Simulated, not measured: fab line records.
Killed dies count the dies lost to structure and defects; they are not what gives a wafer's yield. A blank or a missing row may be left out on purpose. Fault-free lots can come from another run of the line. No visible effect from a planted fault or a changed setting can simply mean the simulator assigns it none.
A struck lot beside a sound one | flow n5 finfet | 15 out of 1938 route steps
Sound: wafers L420.3, L420.4, L420.5. The struck wafers were L428.2, L428.5, L428.6. The cause is given at the end.
For every step that has rows: the tool of each side, followed by ch and its chambers, followed by its first start. Under that, the readings that differ: sound wafers | struck wafers | difference of the means | sigmas: that difference in standard deviations of wafers without a fault.
alike: readings whose means differ by less than 2 such deviations, and words and numbers that are the same on both sides. not compared: withheld readings, readings that some wafer has no value for, bounds like >300 that may hide the same value, and numbers for which the record gives no deviation and whose values overlap.
A row with sigmas, a row that says differs or no value, or rows on one side alone: a step with any of these is where the two part. When numbers do not overlap yet have no deviation, they are printed without sigmas and do not part them. A reading that every wafer of one side lacks parts them only if that side has two wafers or more.

first, 4 steps without rows for these wafers: N5_SD_EPI_N_WET_ETCH_43 (etches SiO2 in dHF, time 14 s, target depth 1.5 nm); N5_SD_EPI_N_STRIP_18 (strips in SPM, time 750 s); N5_SD_EPI_N_SRD_20 (time 30 s); N5_SD_EPI_N_PRECLEAN_48 (cleans in NF3:NH3, afs cycles 2, time 20 s, sublimation time 60 s).
N5_SD_EPI_N_VAPOR_ETCH_50: etches Si in HCl, time 54 s.
  sound on epi rpcvd-04 ch 0, day 4 13:52; struck on epi rpcvd-01 ch 0, day 6 14:07
  alike: susceptor temp C, throttle valve pct
then, 1 step without rows for these wafers: N5_SD_EPI_N_EPI_21 (deposits Si:P, time 690 s).
N5_SD_EPI_N_EPI_MEAS_23:
  sound on film metro-02 at day 4 15:43; struck on film metro-02 at day 6 15:59
  alike: thk nm
then, 3 steps without rows for these wafers: N5_SD_EPI_N_PRECLEAN_24 (cleans in O3/DIW, time 60 s); N5_SD_EPI_N_SRD_25 (time 30 s); N5_SD_EPI_N_PRECLEAN_49 (cleans in NF3:NH3, afs cycles 1, time 20 s, sublimation time 60 s).
N5_SD_EPI_N_LINER_46: material SiNx, target thk 3 nm.
  sound on ald sin-03 ch 0,1, day 4 16:07; struck on ald sin-04 ch 0,2,3, day 6 16:17
  reading            | sound       | struck      | difference | sigmas
  heater power w (W) | 924 977 930 | 868 803 764 | -132       | -2
  alike: susceptor temp C
N5_SD_EPI_N_INSPECT_26: inspects for defects (darkfield).
  sound on defect inspect-02 at day 4 16:22; struck on defect inspect-01 at day 6 16:32
  alike: raw defect count
N5_SD_EPI_P_COAT_34: time 60 s, resist thk 350 nm.
  sound on litho track-02 ch 0, day 4 16:24; struck on litho track-03 ch 0, day 6 16:34
  reading                  | sound                | struck               | difference | sigmas
  heater power total W (W) | 498.7 497.4 502.3    | 493.6 495.7 496.4    | -4.2       | -2
  plate temp C (C)         | 249.94 249.89 250.18 | 247.39 247.52 247.36 | -2.58      | -14
then, 2 steps without rows for these wafers: N5_SD_EPI_P_COAT_35 (time 60 s, resist thk 35 nm); N5_PASSIVATION_PROBE_49.

WHERE THEY PART
Last at N5_SD_EPI_P_COAT_34 as far as this record goes, first at N5_SD_EPI_N_LINER_46.

WHY: whatever the simulator had introduced
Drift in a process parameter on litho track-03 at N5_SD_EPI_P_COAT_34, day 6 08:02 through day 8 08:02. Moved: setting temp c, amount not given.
